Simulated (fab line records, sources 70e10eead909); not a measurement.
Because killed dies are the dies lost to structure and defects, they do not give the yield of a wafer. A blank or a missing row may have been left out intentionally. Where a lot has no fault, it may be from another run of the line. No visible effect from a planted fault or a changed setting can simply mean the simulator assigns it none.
The same fault as seen by 2 desks -- flow nandHarc -- each desk has only its own numbers; what lay behind them comes last

FOR THE TOOL OWNER'S DESK: rieDiel-13
The tool's own readings at NHARC_A_SLIT_ETCH_15 (etches the open film in O2/COS, target depth 6200 nm, time 1612 s): means of the sampled wafers that have a number, for each lot that ran on this tool. Any lot whose mean is over 4 standard deviations away from the usual mean is out of limits and marked OUT; that distance is given in the brackets.
Columns: A = drypumpMotorCurrentA at NHARC_A_SLIT_ETCH_15, usual 5.8 A; B = mfcArSccm at NHARC_A_SLIT_ETCH_15, usual 0.011 sccm; C = oesProductAu at NHARC_A_SLIT_ETCH_15, usual 1.002 a.u.; D = rfVppV at NHARC_A_SLIT_ETCH_15, usual 314.1 V; E = runLengthS at NHARC_A_SLIT_ETCH_15, usual 1633.2 s; F = showerheadPlenumPTorr at NHARC_A_SLIT_ETCH_15, usual 3.11 Torr; G = throttleValvePct at NHARC_A_SLIT_ETCH_15, usual 28.330 %
lot,first seen here,A,B,C,D,E,F,G
L597,day 21 19:15,5.8,0.014,0.993,314.8,1633.2,3.16,28.330
L603,day 23 13:22,5.8,0.014,1.016,314.9,1633.1,3.16,28.332
L604,day 24 02:04,5.5,0.023,1.018,313.4,1632.9,3.07,28.331
L605,day 24 19:20,6.1,0.009,1.019,314.9,1468.3 (-99 or more) OUT,3.18,28.336
L606,day 24 20:55,5.8,0.014,1.013,315.2,1468.2 (-99 or more) OUT,3.16,28.337
L616,day 28 15:34,5.6,0.012,0.999,314.6,1633.3,3.15,28.337
L617,day 28 23:28,5.8,0.017,1.013,314.1,1633.0,3.10,28.336
This desk's verdict: out of limits on L605, L606, starting with L605 at day 24 19:20 (runLengthS at NHARC_A_SLIT_ETCH_15). Within limits: L597, L603, L604, L616, L617.

METROLOGY DESK
Lot by lot, what the gauges showed, no matter which tool ran the lot: averages of those sampled wafers that carry a number. Any lot whose mean is over 4 standard deviations away from the usual mean is out of limits and marked OUT; that distance is given in the brackets.
Columns: A = overlayXNm at NHARC_A_SLIT_OVL_MEAS_10, usual -0.4 nm; B = overlayYNm at NHARC_A_SLIT_OVL_MEAS_10, usual 0.2 nm
lot,first seen here,A,B
L594,day 20 06:11,-0.5,-0.5
L597,day 21 18:59,0.1,0.2
L601,day 22 06:19,0.2,-0.6
L600,day 22 07:29,-0.6,-0.1
L603,day 23 13:04,-2.4,0.0
L604,day 24 01:41,-1.0,0.5
L605,day 24 18:57,-1.9,0.9
L606,day 24 20:32,-0.0,1.4
L607,day 25 12:04,-1.4,1.3
L616,day 28 15:17,-1.1,0.3
L617,day 28 23:12,0.7,-0.2
L615,day 29 01:17,0.1,1.1
Result from this desk: across the 12 lots, nothing is out of limits.

TAKEN TOGETHER
An alarm could have come from the tool owner's desk at day 24 19:20, on L605, L606.
At the metrology desk, nothing out of limits was observed.
The metrology desk has L605, L606 on record, within its limits.
Of the lots named, all ran NHARC_A_SLIT_ETCH_15 on rieDiel-13.

WHAT THE SIMULATOR HAD INSERTED
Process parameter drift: rieDiel-13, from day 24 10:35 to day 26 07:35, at NHARC_A_SLIT_ETCH_15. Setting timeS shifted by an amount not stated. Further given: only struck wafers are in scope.
Struck lots among those shown: L605, L606.
Delay in hours, fault start to first out-of-limits reading, by desk: the tool owner's desk at 9.
